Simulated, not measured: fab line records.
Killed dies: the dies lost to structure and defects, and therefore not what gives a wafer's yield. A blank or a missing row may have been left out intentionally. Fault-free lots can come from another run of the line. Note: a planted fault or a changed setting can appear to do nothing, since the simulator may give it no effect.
fab line records ; flow n5Finfet
[record] lots = 5; wafers = 15; lastDay = 18
route steps=1938 shown STI_FIN_REVEAL@184 DUMMY_GATE@212 BEOL_M4@1111
lots that met no fault: from a run of the same line without faults
startH: the number of hours between the record's first day and the start of the first shown wafer of the lot ; waitH: time in hours since the lot's previous step ; " same as the row above ; L1.1+2: several wafers, shown together as one row ; - value missing, or start not given ; * or withheld: withheld ; < > ~ a bound
route shown NAME@n: a module of which the file shows steps, and the number in the route of the first ; usual: average and standard deviation across the fault-free wafers ; same: alike in all rows ; chamber/n: place in a boat ; sites: the reading at each site ; _std_site: the standard deviation of these ; _edge_site: outer sites' mean less inner sites' ; radiusMm: how far each site lies from the wafer's centre ; mask NAME#n: copy n ; behind: the most recent tool/chamber to have shaped the wafer ; hold: why the lot went on hold/how many hours it stayed there/how the hold came to an end ; device: transistor that didn't switch, given as n, p or np ; end of line: tests run on the same wafers once the route is complete ; a step without rows: its recipe alone ; killed: not the wafer's yield, but the dies lost to structure and defects at the first sort ; map: dies across one wafer; x = killed, . = not, _ = none there
set.NAME: setting as actually run; set.NAME@STEP: the setting as run at that earlier step ; model.NAME: the simulator's own value behind a step, which no gauge read
lots seen at some steps along the route; tables by step, rows by wafer
services: the hour from which a tool's chamber was out of use, counted from the record's first day as startH (under 0 if before that day), plus the number of hours and why
[[steps]]
[step N5_STI_FIN_REVEAL_ALD_14]
[recipe] material = Si3N4; targetThkA = 30; tempC = 400; aldPrecursorFamily = SiH2I2; aldCoReactant = N2/H2-plasma; pressureTorr = 2
[usual] heaterPowerW = 812/80; susceptorTempC = 400.01/0.22
lot.wafer;tool;chamber;startH;waitH;heaterPowerW;susceptorTempC
L601.2;aldSin-01;0;66.27;0.0;785;399.89
L601.4;aldSin-01;3;66.27;0.0;839;400.18
L601.6;aldSin-01;1;66.27;0.0;893;400.08
L608.2;aldSin-04;1;106.46;0.0;758;399.98
L608.3;aldSin-04;2;106.46;0.0;1024;400.10
L608.5;aldSin-04;1;106.46;0.0;752;399.96
L609.3;aldSin-03;0;111.89;0.0;721;399.89
L609.5;aldSin-03;1;111.89;0.0;839;400.47
L609.6;aldSin-03;0;111.89;0.0;698;399.66
L610.1;aldSin-03;2;120.01;0.0;785;399.82
L610.4;aldSin-03;1;120.01;0.0;853;400.20
L610.6;aldSin-03;2;120.01;0.0;805;399.98
L613.3;aldSin-01;1;136.05;0.0;900;399.82
L613.4;aldSin-01;3;136.05;0.0;835;399.84
L613.5;aldSin-01;1;136.05;0.0;909;399.96
[step N5_STI_FIN_REVEAL_FCVD_FILL_01]
[recipe] material = SiO2_flowable; targetThkA = 3120; tempC = 100; pressureTorr = 0.8; rfW = 2000; timeS = 512.2
[step N5_STI_FIN_REVEAL_DENSIFY_02]
[recipe] tempC = 650; ambient = steam; timeS = 1800; idleTempC = 400; densificationPH2oTorr = 640
[step N5_STI_FIN_REVEAL_CMP_04]
[recipe] stopOn = Si3N4; tOverpolishS = 4; downForcePsi = 2; platenRpm = 54.18; postCmpClean = alkalineBrush; padVelocityMS = 1.078; targetThkNm = 131.83
[step N5_STI_FIN_REVEAL_THK_MEAS_05]
[usual] thkNm = 131.9/0.87
lot.wafer;tool;chamber;startH;waitH;thkNm
L601.2;filmMetro-02;-;71.61;-;131.8
L601.4;filmMetro-02;-;71.61;-;131.7
L601.6;filmMetro-02;-;71.61;-;130.6
L608.2;filmMetro-02;-;111.81;-;133.6
L608.3;filmMetro-02;-;111.81;-;132.5
L608.5;filmMetro-02;-;111.81;-;131.9
L609.3;filmMetro-02;-;117.24;-;131.2
L609.5;filmMetro-02;-;117.24;-;133.1
L609.6;filmMetro-02;-;117.24;-;133.0
L610.1;filmMetro-01;-;125.54;-;133.7
L610.4;filmMetro-01;-;125.54;-;132.7
L610.6;filmMetro-01;-;125.54;-;131.9
L613.3;filmMetro-01;-;141.38;-;130.2
L613.4;filmMetro-01;-;141.38;-;130.4
L613.5;filmMetro-01;-;141.38;-;132.0
[step N5_STI_FIN_REVEAL_DENSIFY_30]
[recipe] tempC = *; timeS = *; ambient = N2; idleTempC = 600; rampUpCPerS = 150; rampDownCPerS = 60; coolToC = 600
[usual] lampPowerPct = 11.54/0.053; lamp_zone_6_pct = 11.456/0.019; wafer_temp_C_max = *
lot.wafer;tool;chamber;startH;waitH;lampPowerPct;lamp_zone_6_pct;wafer_temp_C_max
L601.2;rtpAnneal-01;0;71.92;0.3;11.62;11.414;*
L601.4;rtpAnneal-01;0;71.92;0.3;11.57;11.439;*
L601.6;rtpAnneal-01;0;71.92;0.3;11.49;11.429;*
L608.2;rtpAnneal-01;0;111.87;0.1;11.56;11.457;*
L608.3;rtpAnneal-01;0;111.87;0.1;11.54;11.462;*
L608.5;rtpAnneal-01;0;111.87;0.1;11.59;11.471;*
L609.3;rtpAnneal-01;0;117.33;0.1;11.54;11.466;*
L609.5;rtpAnneal-01;0;117.33;0.1;11.56;11.494;*
L609.6;rtpAnneal-01;0;117.33;0.1;11.53;11.450;*
L610.1;rtpAnneal-02;0;125.56;0.0;11.53;11.450;*
L610.4;rtpAnneal-02;0;125.56;0.0;11.41;11.450;*
L610.6;rtpAnneal-02;0;125.56;0.0;11.57;11.438;*
L613.3;rtpAnneal-01;0;141.51;0.1;11.52;11.449;*
L613.4;rtpAnneal-01;0;141.51;0.1;11.56;11.441;*
L613.5;rtpAnneal-01;0;141.51;0.1;11.44;11.453;*
[step N5_STI_FIN_REVEAL_ETCHBACK_08]
[recipe] chemistry = C4F6/O2; target = SiO2; targetDepthA = 305; timeS = 10.167; ionEnergyEv = 250; pressureMtorr = 30; sourceW = 345; biasW = 185; Ar_flow_sccm = 300; C4F6_flow_sccm = 10; O2_flow_sccm = 10
[usual] chamberPressureMTorr = 29.997/0.028; drypumpMotorCurrentA = 5.8/0.49; oesProductAu = 0.77/0.075; rfVppV = 667/7.1; showerheadPlenumPTorr = 2.88/0.067; throttleValvePct = 21.28/0.15
lot.wafer;tool;chamber;startH;waitH;chamberPressureMTorr;drypumpMotorCurrentA;oesProductAu;rfHoursCounterH;rfVppV;showerheadPlenumPTorr;throttleValvePct
L601.2;rieDiel-05;1;72.16;0.2;29.939;6.6;0.81;108;661;2.87;20.99
L601.4;rieDiel-05;3;72.16;0.2;29.983;5.9;0.87;57;661;2.78;21.34
L601.6;rieDiel-05;0;72.16;0.2;29.969;5.7;0.87;-;672;3.02;21.24
L608.2;rieDiel-04;1;112.05;0.2;30.009;6.2;0.69;232;669;2.81;21.31
L608.3;rieDiel-04;2;112.05;0.2;29.993;5.6;0.73;156;662;2.86;21.47
L608.5;rieDiel-04;1;112.05;0.2;29.993;6.2;0.68;-;668;2.81;21.33
L609.3;rieDiel-04;0;117.65;0.3;30.046;6.2;0.69;233;675;2.92;21.27
L609.5;rieDiel-04;0;117.65;0.3;29.988;6.2;0.68;-;675;2.92;21.27
L609.6;rieDiel-04;1;117.65;0.3;29.963;6.2;0.69;-;667;2.81;21.31
L610.1;rieDiel-04;2;125.78;0.2;29.983;5.6;0.72;161;662;2.85;21.49
L610.4;rieDiel-04;1;125.78;0.2;30.025;6.2;0.69;-;668;2.81;21.31
L610.6;rieDiel-04;0;125.78;0.2;29.997;6.2;0.67;-;674;2.92;21.26
L613.3;rieDiel-01;3;142.10;0.6;29.972;5.2;0.78;113;655;2.86;21.44
L613.4;rieDiel-01;1;142.10;0.6;30.007;5.7;0.78;155;662;2.85;21.32
L613.5;rieDiel-01;1;142.10;0.6;30.028;5.7;0.78;-;662;2.85;21.33
[step N5_STI_FIN_REVEAL_STRIP_24]
[recipe] chemistry = N2/H2; timeS = 90; powerW = 100; tempC = 40; pressureMtorr = 100; rfFrequencyHz = 6e+07; biasPowerW = 3; n2FlowSccm = 300; h2FlowSccm = 300
[usual] chamberPressureMTorr = 100.01/0.081; drypumpMotorCurrentA = 5.9/0.49; oesProductAu = 0.77/0.074; rfVppV = 45.4/0.85; showerheadPlenumPTorr = 3.41/0.083; throttleValvePct = 12.31/0.17
lot.wafer;tool;chamber;startH;waitH;chamberPressureMTorr;drypumpMotorCurrentA;oesProductAu;rfHoursCounterH;rfVppV;showerheadPlenumPTorr;throttleValvePct
L601.2;rieDiel-05;1;72.20;0.0;99.83;6.6;0.81;108;45.3;3.41;12.10
L601.4;rieDiel-05;3;72.20;0.0;99.90;5.9;0.85;57;45.7;3.28;12.19
L601.6;rieDiel-05;0;72.20;0.0;100.10;5.7;0.87;-;44.6;3.58;12.17
L608.2;rieDiel-04;1;112.08;0.0;99.83;6.2;0.70;232;44.8;3.33;12.42
L608.3;rieDiel-04;2;112.08;0.0;100.00;5.6;0.73;156;46.1;3.37;12.48
L608.5;rieDiel-04;1;112.08;0.0;99.90;6.2;0.69;-;43.7;3.33;12.42
L609.3;rieDiel-04;0;117.68;0.0;100.08;6.2;0.70;233;44.7;3.47;12.41
L609.5;rieDiel-04;0;117.68;0.0;100.07;6.2;0.69;-;45.3;3.47;12.43
L609.6;rieDiel-04;1;117.68;0.0;100.18;6.3;0.69;-;44.6;3.33;12.43
L610.1;rieDiel-04;2;125.81;0.0;99.86;5.6;0.73;161;43.1;3.37;12.49
L610.4;rieDiel-04;1;125.81;0.0;99.93;6.2;0.69;-;45.6;3.33;12.43
L610.6;rieDiel-04;0;125.81;0.0;99.97;6.2;0.68;-;45.1;3.47;12.42
L613.3;rieDiel-01;3;142.14;0.0;100.07;5.2;0.77;113;44.9;3.41;12.40
L613.4;rieDiel-01;1;142.14;0.0;100.05;5.6;0.77;155;44.8;3.37;12.42
L613.5;rieDiel-01;1;142.14;0.0;100.14;5.7;0.78;-;45.1;3.38;12.43
[step N5_STI_FIN_REVEAL_PRECLEAN_25]
[recipe] chemistry = SPM; timeS = 90; tempC = 120; mix = 4:1
[step N5_STI_FIN_REVEAL_PRECLEAN_26]
[recipe] chemistry = SC1; timeS = 45; tempC = 46; mix = 1:2:100
[step N5_STI_FIN_REVEAL_PRECLEAN_29]
[recipe] chemistry = DHF; timeS = 30; tempC = 25; dilution = 300:1
[step N5_STI_FIN_REVEAL_SRD_12]
[recipe] timeS = 30; tempC = 23; rinseLiquid = diw; dry = ipaMarangoni
[step N5_STI_FIN_REVEAL_RECESS_09]
[recipe] chemistry = HF/NH3; target = SiO2; afsCycles = 11; targetDepthA = 425; tempC = 30; sublimationTempC = 180; sublimationTimeS = 60
[usual] drypumpMotorCurrentA = 5.6/0.61
lot.wafer;tool;chamber;startH;waitH;drypumpMotorCurrentA
L601.2;vaporEtch-02;0;72.41;0.0;4.9
L601.4;vaporEtch-02;0;72.41;0.0;4.9
L601.6;vaporEtch-02;1;72.41;0.0;5.4
L608.2;vaporEtch-02;0;112.63;0.4;4.9
L608.3;vaporEtch-02;0;112.63;0.4;4.9
L608.5;vaporEtch-02;0;112.63;0.4;4.9
L609.3;vaporEtch-02;0;118.43;0.6;4.9
L609.5;vaporEtch-02;0;118.43;0.6;4.9
L609.6;vaporEtch-02;1;118.43;0.6;5.4
L610.1;vaporEtch-01;1;126.03;0.0;5.3
L610.4;vaporEtch-01;0;126.03;0.0;6.5
L610.6;vaporEtch-01;0;126.03;0.0;6.5
L613.3;vaporEtch-01;1;142.89;0.6;5.3
L613.4;vaporEtch-01;0;142.89;0.6;6.5
L613.5;vaporEtch-01;0;142.89;0.6;6.5
[step N5_STI_FIN_REVEAL_STRIP_16]
[recipe] chemistry = H3PO4; material = SiNx; tempC = 165; targetDepthA = 238; overetchFraction = 0.4964; dry = ipaMarangoni
[step N5_STI_FIN_REVEAL_PRECLEAN_17]
[recipe] chemistry = NF3:NH3; afsCycles = 1; tempC = 30; timeS = 20; sublimationTempC = 180; sublimationTimeS = 60; pressureTorr = 3; rfPowerW = 30
[step N5_STI_FIN_REVEAL_ETCH_34]
[recipe] chemistry = H2; mode = isotropic; material = Si; target = Si; targetDepthA = 9.7; tempC = 20; pressureMtorr = 4.5; icpW = 300; biasW = 0; h2FlowSccm = 7.5; heFlowSccm = 142.5
[step N5_STI_FIN_REVEAL_OXIDATION_31]
[recipe] chemistry = O2_PLASMA_REMOTE; tempC = 150; timeS = 20; pressureMtorr = 1000; sourcePowerW = 2000; o2FlowSccm = 3000
[step N5_STI_FIN_REVEAL_PRECLEAN_32]
[recipe] chemistry = NF3:NH3; afsCycles = 1; tempC = 30; timeS = 20; sublimationTempC = 180; sublimationTimeS = 60; pressureTorr = 3; rfPowerW = 30
[step N5_STI_FIN_REVEAL_STRIP_35]
[recipe] chemistry = H3PO4; material = Si3N4; tempC = 165; targetDepthA = 40; timeS = 39
[step N5_STI_FIN_REVEAL_SRD_21]
[recipe] dry = ipaMarangoni; timeS = 30; tempC = 23; rinseLiquid = diw
[step N5_STI_FIN_REVEAL_OXIDATION_33]
[recipe] chemistry = O2_PLASMA_REMOTE; tempC = 150; timeS = 20; pressureMtorr = 1000; sourcePowerW = 2000; o2FlowSccm = 3000
[step N5_STI_FIN_REVEAL_CLEAN_19]
[recipe] chemistry = O3/DIW; tempC = 25; timeS = 120; o3Ppm = 10
[step N5_STI_FIN_REVEAL_SRD_23]
[recipe] dry = ipaMarangoni; timeS = 30; tempC = 23; rinseLiquid = diw
[step N5_STI_FIN_REVEAL_CD_MEAS_22]
[recipe] targetCdNm = 6.238; pitchNm = 28; polarity = line
[usual] cdNm = 6.26/0.23
lot.wafer;tool;chamber;startH;waitH;cdNm
L601.2;cdSem-03;-;75.09;0.0;6.62
L601.4;cdSem-03;-;75.09;0.0;6.60
L601.6;cdSem-03;-;75.09;0.0;6.14
L608.2;cdSem-03;-;115.42;0.0;6.01
L608.3;cdSem-03;-;115.42;0.0;6.40
L608.5;cdSem-03;-;115.42;0.0;6.40
L609.3;cdSem-02;-;120.95;0.0;6.32
L609.5;cdSem-02;-;120.95;0.0;6.15
L609.6;cdSem-02;-;120.95;0.0;6.12
L610.1;cdSem-01;-;128.71;0.0;5.93
L610.4;cdSem-01;-;128.71;0.0;6.29
L610.6;cdSem-01;-;128.71;0.0;6.19
L613.3;cdSem-01;-;145.03;0.0;6.10
L613.4;cdSem-01;-;145.03;0.0;6.11
L613.5;cdSem-01;-;145.03;0.0;6.54
[step N5_STI_FIN_REVEAL_FIN_H_MEAS_10]
[usual] trenchDepthNm = 52.0/0.55
lot.wafer;tool;chamber;startH;waitH;trenchDepthNm
L601.2;ocd-02;-;75.12;0.0;52.2
L601.4;ocd-02;-;75.12;0.0;52.0
L601.6;ocd-02;-;75.12;0.0;51.5
L608.2;ocd-01;-;115.45;0.0;51.6
L608.3;ocd-01;-;115.45;0.0;51.8
L608.5;ocd-01;-;115.45;0.0;52.5
L609.3;ocd-01;-;120.98;0.0;58.2
L609.5;ocd-01;-;120.98;0.0;51.5
L609.6;ocd-01;-;120.98;0.0;58.1
L610.1;ocd-02;-;128.74;0.0;51.5
L610.4;ocd-02;-;128.74;0.0;52.2
L610.6;ocd-02;-;128.74;0.0;51.7
L613.3;ocd-02;-;145.06;0.0;51.9
L613.4;ocd-02;-;145.06;0.0;52.0
L613.5;ocd-02;-;145.06;0.0;53.3
[step N5_STI_FIN_REVEAL_PRECLEAN_18]
[recipe] chemistry = SC2; timeS = 45; tempC = 35; mix = 1:1:50
[step N5_STI_FIN_REVEAL_SRD_28]
[recipe] dry = ipaMarangoni; timeS = 30; tempC = 23; rinseLiquid = diw
[step N5_STI_FIN_REVEAL_INSPECT_13]
[recipe] inspectInstrument = darkfield; mode = postClean
[usual] rawDefectCount = 12/4.6
lot.wafer;tool;chamber;startH;waitH;rawDefectCount
L601.2;defectInspect-02;-;75.20;0.0;11
L601.4;defectInspect-02;-;75.20;0.0;4
L601.6;defectInspect-02;-;75.20;0.0;9
L608.2;defectInspect-01;-;115.53;0.0;13
L608.3;defectInspect-01;-;115.53;0.0;11
L608.5;defectInspect-01;-;115.53;0.0;11
L609.3;defectInspect-01;-;121.07;0.0;13
L609.5;defectInspect-01;-;121.07;0.0;19
L609.6;defectInspect-01;-;121.07;0.0;7
L610.1;defectInspect-01;-;128.83;0.0;12
L610.4;defectInspect-01;-;128.83;0.0;18
L610.6;defectInspect-01;-;128.83;0.0;22
L613.3;defectInspect-01;-;145.15;0.0;14
L613.4;defectInspect-01;-;145.15;0.0;13
L613.5;defectInspect-01;-;145.15;0.0;28
[step N5_DUMMY_GATE_PRECLEAN_00]
[recipe] chemistry = O3/DIW; timeS = 60; tempC = 22; o3Ppm = 10
[step N5_DUMMY_GATE_SRD_01]
[recipe] timeS = 30; tempC = 23; rinseLiquid = diw; dry = ipaMarangoni
[step N5_DUMMY_GATE_ALD_02]
[recipe] material = SiO2; targetThkA = 20; tempC = 300; aldPrecursorFamily = BDEAS; aldCoReactant = O2-plasma; pulseTimeS = 1; pressureTorr = 2
[usual] heaterPowerW = 490/56; precursorPulseHeightRel = 0.998/0.02; susceptorTempC = 300.00/0.2
lot.wafer;tool;chamber;startH;waitH;heaterPowerW;precursorPulseHeightRel;susceptorTempC
L601.2;aldSin-04;1;75.32;0.1;418;0.984;299.83
L601.4;aldSin-04;3;75.32;0.1;450;1.010;300.06
L601.6;aldSin-04;0;75.32;0.1;483;1.017;300.08
L608.2;aldSin-02;2;115.63;0.0;606;0.969;300.39
L608.3;aldSin-02;3;115.63;0.0;461;1.007;299.74
L608.5;aldSin-02;1;115.63;0.0;488;0.979;300.11
L609.3;aldSin-02;0;121.16;0.0;464;1.005;300.16
L609.5;aldSin-02;0;121.16;0.0;461;1.012;299.93
L609.6;aldSin-02;3;121.16;0.0;464;1.002;300.23
L610.1;aldSin-04;1;128.92;0.0;431;1.026;300.04
L610.4;aldSin-04;0;128.92;0.0;494;0.966;299.87
L610.6;aldSin-04;1;128.92;0.0;429;0.973;300.10
L613.3;aldSin-04;3;145.24;0.0;457;0.981;300.31
L613.4;aldSin-04;0;145.24;0.0;485;0.977;300.13
L613.5;aldSin-04;3;145.24;0.0;459;0.996;300.26
[step N5_DUMMY_GATE_CVD_03]
[recipe] material = a-Si; targetThkA = 1500; tempC = 530; precursor = SiH4; timeS = 8042
[step N5_DUMMY_GATE_PRECLEAN_46]
[recipe] chemistry = DIW; timeS = 89.5; tempC = 23
[step N5_DUMMY_GATE_SRD_47]
[recipe] dryTimeS = 32; dry = n2Spin; spinRpm = 1500
[step N5_DUMMY_GATE_CMP_04]
[recipe] material = a-Si; postCmpClean = alkalineBrush
[step N5_DUMMY_GATE_THK_MEAS_05]
[usual] thkNm = 72.0/0.9
lot.wafer;tool;chamber;startH;waitH;thkNm
L601.2;filmMetro-02;-;79.41;0.2;70.8
L601.4;filmMetro-02;-;79.41;0.2;72.7
L601.6;filmMetro-02;-;79.41;0.2;72.4
L608.2;filmMetro-02;-;119.71;0.2;72.8
L608.3;filmMetro-02;-;119.71;0.2;73.7
L608.5;filmMetro-02;-;119.71;0.2;74.4
L609.3;filmMetro-02;-;125.24;0.2;72.5
L609.5;filmMetro-02;-;125.24;0.2;71.3
L609.6;filmMetro-02;-;125.24;0.2;72.9
L610.1;filmMetro-01;-;133.04;0.2;70.9
L610.4;filmMetro-01;-;133.04;0.2;71.3
L610.6;filmMetro-01;-;133.04;0.2;71.0
L613.3;filmMetro-01;-;149.32;0.2;73.5
L613.4;filmMetro-01;-;149.32;0.2;72.2
L613.5;filmMetro-01;-;149.32;0.2;71.8
[step N5_DUMMY_GATE_HM_DEP_06]
[recipe] material = SiNx; targetThkA = 800; precursor = DCS/NH3; tempC = 700; pressureMtorr = 300; timeS = 5141
[step N5_DUMMY_GATE_PECVD_30]
[recipe] material = SiO2; targetThkA = 550; tempC = 400; precursor = TEOS/O2; pressureTorr = 6.5; rfW = withheld; teosFlowSccm = withheld; gas = O2; flowSccm = 2650; timeS = 10.8
[step N5_DUMMY_GATE_COAT_34]
[recipe] resist = SOC; tempC = 250; timeS = 60; spinRpm = 1500; resistThkNm = 60
[step N5_DUMMY_GATE_COAT_35]
[recipe] resist = SiARC; tempC = 220; timeS = 60; spinRpm = 1500; resistThkNm = 10
[step N5_DUMMY_GATE_COAT_28]
[recipe] resist = underlayer; tempC = 205; timeS = 60; spinRpm = 1500; resistThkNm = 10
[step N5_DUMMY_GATE_COAT_09]
[recipe] resist = CAR-EUV; spinRpm = 1500; resistThkNm = 30
[step N5_BEOL_M4_RC_MEAS_101]
[usual] DIBL_N = 36.6/1.3; DIBL_P = 36.4/1.4; IOFF_N = 0.167/0.023; IOFF_P = 0.219/0.029; ION_N = 678/8.7; ION_P = 464/6.4; SS_N = 71.5/0.53; SS_P = 73.4/0.57; VT_N = 248.5/2.8; VT_P = -249/3.1
lot.wafer;tool;chamber;startH;waitH;DIBL_N[mV/V];DIBL_P[mV/V];IOFF_N[nA/um];IOFF_P[nA/um];ION_N[uA/um];ION_P[uA/um];SS_N[mV/dec];SS_P[mV/dec];VT_N[mV];VT_P[mV]
L601.2;prober-02;0;226.67;0.2;38.3;38.0;0.181;0.236;682;475;71.9;73.5;247.6;-247
L601.4;prober-02;0;226.67;0.2;39.1;39.0;0.211;0.270;704;481;71.8;73.0;243.3;-246
L601.6;prober-02;0;226.67;0.2;38.8;38.6;0.201;0.251;690;470;71.6;73.9;244.8;-250
L610.1;prober-02;0;296.68;0.0;37.5;37.2;0.187;0.261;679;465;72.4;73.6;246.6;-245
L610.4;prober-02;0;296.68;0.0;36.0;35.6;0.158;0.239;674;468;71.2;73.8;250.5;-246
L610.6;prober-02;0;296.68;0.0;38.3;37.8;0.201;0.270;672;463;71.8;74.3;247.1;-246
L608.2;prober-01;0;305.21;0.2;35.7;36.6;0.159;0.191;667;450;71.9;73.6;249.2;-252
L608.3;prober-01;0;305.21;0.2;36.3;38.4;0.188;0.209;673;454;72.4;74.0;247.2;-252
L608.5;prober-01;0;305.21;0.2;36.1;37.4;0.176;0.202;665;452;72.1;73.8;249.8;-252
L609.3;prober-01;0;308.82;0.3;35.6;36.3;0.179;0.221;731;494;70.6;72.9;245.2;-248
L609.5;prober-01;0;308.82;0.3;35.9;35.8;0.157;0.210;670;457;71.6;73.3;249.6;-249
L609.6;prober-01;0;308.82;0.3;34.0;34.5;0.143;0.193;732;496;71.4;73.3;248.3;-251
L613.3;prober-02;0;332.46;0.3;37.4;37.9;0.195;0.265;686;471;72.3;73.7;244.1;-246
L613.4;prober-02;0;332.46;0.3;36.1;34.9;0.162;0.215;683;465;71.0;73.5;247.0;-247
L613.5;prober-02;0;332.46;0.3;36.1;36.2;0.167;0.238;683;472;70.9;74.1;245.4;-247
[[services]]
tool;chamber;startH;hours;kind
aldSin-01;3;42.94;1.6;repair
vaporEtch-02;-;49.94;14.6;pm
aldSin-01;0;56.88;8.5;repair
rieDiel-04;1;61.26;8.9;repair
aldSin-02;-;68.15;0.8;repair
aldSin-02;-;85.54;14.0;pm
aldSin-02;0;85.54;14.0;ventCycle
aldSin-02;1;85.54;14.0;ventCycle
aldSin-02;2;85.54;14.0;ventCycle
aldSin-02;3;85.54;14.0;ventCycle
aldSin-02;0;99.54;-;clean
aldSin-02;1;99.54;-;clean
aldSin-02;2;99.54;-;clean
aldSin-02;3;99.54;-;clean
rieDiel-04;3;101.78;-;clean
rieDiel-04;3;101.78;-;consumableReplace:focusRing
rieDiel-04;3;101.78;28.4;scheduledDown
rieDiel-04;3;101.78;28.4;ventCycle
vaporEtch-01;-;111.37;14.6;pm
rieDiel-04;-;119.54;2.3;repair
aldSin-01;0;119.92;-;calibration
aldSin-02;1;121.26;3.1;repair
rieDiel-05;-;132.88;14.6;pm
[[key]]
[firstSign] step = N5_STI_FIN_REVEAL_FIN_H_MEAS_10; reading = trenchDepthNm; direction = up; sigmas = 11; usual = 52.0; struck = 58.1
[effect] step = N5_BEOL_M4_RC_MEAS_101; reading = ION_N; direction = up; sigmas = 6.2; usual = 678; struck = 731
[effect] step = N5_BEOL_M4_RC_MEAS_101; reading = ION_P; direction = up; sigmas = 4.8; usual = 464; struck = 495
metAt N5_STI_FIN_REVEAL_RECESS_09
struckWafers L609.3,L609.6
onsetBetween 112.63 118.43
[fault] kind = processParameterDrift; tool = vaporEtch-02; chamber = -; onsetH = 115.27; steps = N5_STI_FIN_REVEAL_RECESS_09; channel = targetDepthA; offset = 61.405; shape = step; endH = 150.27; scope = struckWafersOnly; actsIn = theseRecipesOnly; stated = 425
